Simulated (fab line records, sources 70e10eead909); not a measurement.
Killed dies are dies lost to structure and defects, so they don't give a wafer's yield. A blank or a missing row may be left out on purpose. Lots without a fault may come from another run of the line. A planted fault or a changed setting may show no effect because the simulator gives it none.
Chamber matching | flow nand_harc | NHARC_A_ZERO_WELL_ETCH_19 on rie_diel-05: 4 sister chambers
The step etches the open film in N2/H2, target depth 80 nm, overetch 24 nm, time 87.88 s. 45 wafers are shown with their chamber, then 12 later ones without.

WAFERS WITH THEIR CHAMBER
wafer  | chamber | drypump_motor_current_A (A) | rf_vpp_V (V) | oes_product_au (a.u.)
L075.1 | 2       | 5.9                         | 431          | 1.010
L075.2 | 3       | 5.1                         | 429          | 1.003
L075.4 | 0       | 5.2                         | 435          | 1.011
L077.1 | 0       | 5.3                         | 434          | 1.010
L077.5 | 1       | 5.7                         | 433          | 0.997
L077.6 | 2       | 6.0                         | 431          | 1.003
L076.1 | 2       | 5.9                         | 429          | 0.995
L076.4 | 1       | 5.7                         | 432          | 0.994
L076.5 | 0       | 5.2                         | 434          | 0.997
L079.1 | 2       | 5.9                         | 432          | 1.008
L079.2 | 0       | 5.2                         | 433          | 1.013
L079.6 | 1       | 5.7                         | 433          | 1.004
L081.3 | 3       | 5.1                         | 428          | 1.008
L081.4 | 1       | 5.7                         | 433          | 1.000
L081.5 | 1       | 5.7                         | 433          | 0.996
L082.1 | 3       | 5.1                         | 428          | 1.010
L082.2 | 2       | 5.9                         | 431          | 1.004
L082.3 | 0       | 5.2                         | 434          | 1.018
L083.1 | 1       | 5.7                         | 433          | 1.005
L083.5 | 3       | 5.1                         | 426          | 1.013
L083.6 | 2       | 6.0                         | 433          | 1.003
L084.3 | 0       | 5.3                         | 436          | 1.010
L084.4 | 1       | 5.7                         | 433          | 1.004
L084.6 | 2       | 6.0                         | 431          | 0.995
L085.2 | 0       | 5.2                         | 436          | 1.008
L085.4 | 3       | 5.1                         | 428          | 1.007
L085.6 | 2       | 6.0                         | 431          | 1.014
L086.1 | 3       | 5.1                         | 426          | 1.005
L086.2 | 0       | 5.3                         | 435          | 1.001
L086.4 | 2       | 6.0                         | 430          | 1.000
L087.1 | 2       | 6.0                         | 430          | 0.997
L087.5 | 2       | 6.0                         | 430          | 0.995
L087.6 | 3       | 5.1                         | 428          | 1.003
L090.2 | 0       | 5.2                         | 433          | 0.993
L090.4 | 0       | 5.3                         | 435          | 0.998
L090.6 | 2       | 6.0                         | 431          | 1.008
L091.1 | 3       | 5.2                         | 427          | 1.007
L091.2 | 2       | 5.9                         | 432          | 0.999
L091.4 | 1       | 5.7                         | 433          | 0.999
L092.3 | 1       | 5.7                         | 433          | 0.995
L092.4 | 3       | 5.1                         | 427          | 1.009
L092.5 | 2       | 6.0                         | 432          | 0.987
L094.2 | 2       | 5.9                         | 430          | 0.997
L094.3 | 3       | 5.1                         | 427          | 1.003
L094.4 | 0       | 5.2                         | 434          | 1.003

SIGNATURES (means of the wafers above)
reading                 | chamber 0 | chamber 1 | chamber 2 | chamber 3 | scatter within a chamber
drypump_motor_current_A | 5.236     | 5.700     | 5.960     | 5.110     | 0.0415
rf_vpp_V                | 434.45    | 432.89    | 430.93    | 427.40    | 0.923
oes_product_au          | 1.00564   | 0.99933   | 1.00100   | 1.00680   | 0.00614
Rule: a wafer's distance from a chamber is the root of the sum, over the readings, of the square of ((its reading less the chamber's mean) divided by the reading's scatter). The wafer belongs to the nearest chamber; if the next one is less than 2 further off, it can't be placed. The scatter: the root of (the sum of the squares of (reading less its chamber's mean) over the shown wafers, divided by (wafers less chambers)).

WAFERS WITHOUT THEIR CHAMBER
wafer  | drypump_motor_current_A (A) | rf_vpp_V (V) | oes_product_au (a.u.)
L093.2 | 5.7                         | 434          | 1.009
L093.3 | 5.9                         | 430          | 0.999
L093.5 | 5.2                         | 434          | 0.993
L095.1 | 5.7                         | 433          | 1.007
L095.2 | 5.1                         | 427          | 0.995
L095.3 | 5.3                         | 435          | 1.007
L096.1 | 5.9                         | 431          | 1.000
L096.2 | 5.3                         | 434          | 1.001
L096.5 | 5.1                         | 426          | 1.005
L097.2 | 5.3                         | 435          | 0.997
L097.4 | 5.7                         | 432          | 0.994
L097.6 | 5.3                         | 434          | 0.994

WHICH CHAMBER EACH WENT THROUGH
wafer  | from the rows above | in truth
L093.2 | 1                   | 1
L093.3 | 2                   | 2
L093.5 | 0                   | 0
L095.1 | 1                   | 1
L095.2 | 3                   | 3
L095.3 | 0                   | 0
L096.1 | 2                   | 2
L096.2 | 0                   | 0
L096.5 | 3                   | 3
L097.2 | 0                   | 0
L097.4 | 1                   | 1
L097.6 | 0                   | 0
Placed correctly: 12 of 12. Can't be placed from these rows: 0. Placed wrongly: 0.
